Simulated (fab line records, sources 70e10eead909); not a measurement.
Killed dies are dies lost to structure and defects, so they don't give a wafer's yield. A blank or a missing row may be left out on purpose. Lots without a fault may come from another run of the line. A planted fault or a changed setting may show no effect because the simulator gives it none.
Chamber matching | flow nand_harc | NHARC_A_CHANNEL_FILL_D1_ETCHBACK_19 on rie_si-03: 4 sister chambers
The step etches the open film in HBr/Cl2, target depth 5 nm, time 1.7 s. 14 wafers are shown with their chamber, then 7 later ones without.

WAFERS WITH THEIR CHAMBER
wafer  | chamber | drypump_motor_current_A (A) | oes_product_au (a.u.) | hbr_flow_sccm (sccm)
L726.2 | 2       | 5.9                         | 1.009                 | 149.9
L726.3 | 3       | 6.4                         | 1.009                 | 151.0
L726.6 | 3       | 6.4                         | 1.013                 | 149.9
L730.2 | 0       | 6.1                         | 0.982                 | 150.3
L730.5 | 2       | 5.8                         | 1.002                 | 149.8
L730.6 | 1       | 6.5                         | 0.987                 | 149.9
L732.1 | 3       | 6.5                         | 1.009                 | 150.2
L732.2 | 0       | 6.0                         | 0.980                 | 151.0
L732.6 | 2       | 5.8                         | 0.991                 | 150.2
L737.1 | 0       | 6.0                         | 0.984                 | 150.5
L737.2 | 1       | 6.5                         | 0.993                 | 149.9
L737.3 | 3       | 6.4                         | 0.996                 | 150.2
L739.3 | 0       | 6.1                         | 0.986                 | 149.3
L739.5 | 1       | 6.5                         | 0.999                 | 150.1

SIGNATURES (means of the wafers above)
reading                 | chamber 0 | chamber 1 | chamber 2 | chamber 3 | scatter within a chamber
drypump_motor_current_A | 6.050     | 6.500     | 5.833     | 6.425     | 0.0492
oes_product_au          | 0.98300   | 0.99300   | 1.00067   | 1.00675   | 0.00649
hbr_flow_sccm           | 150.275   | 149.967   | 149.967   | 150.325   | 0.48
Rule: a wafer's distance from a chamber is the root of the sum, over the readings, of the square of ((its reading less the chamber's mean) divided by the reading's scatter). The wafer belongs to the nearest chamber; if the next one is less than 2 further off, it can't be placed. The scatter: the root of (the sum of the squares of (reading less its chamber's mean) over the shown wafers, divided by (wafers less chambers)).

WAFERS WITHOUT THEIR CHAMBER
wafer  | drypump_motor_current_A (A) | oes_product_au (a.u.) | hbr_flow_sccm (sccm)
L739.6 | 6.1                         | 0.981                 | 150.2
L746.1 | 6.1                         | 1.003                 | 149.0
L746.4 | 5.8                         | 0.995                 | 150.9
L746.5 | 6.5                         | 0.976                 | 150.3
L749.3 | 5.8                         | 0.999                 | 149.6
L749.5 | 6.5                         | 0.990                 | 149.8
L749.6 | 6.0                         | 0.992                 | 149.5

WHICH CHAMBER EACH WENT THROUGH
wafer  | from the rows above     | in truth
L739.6 | 0                       | 0
L746.1 | can't be placed: 0 or 2 | 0
L746.4 | 2                       | 2
L746.5 | 1                       | 1
L749.3 | 2                       | 2
L749.5 | 1                       | 1
L749.6 | can't be placed: 0 or 2 | 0
Placed correctly: 5 of 7. Can't be placed from these rows: 2 (the true chamber is among the candidates in 2). Placed wrongly: 0.
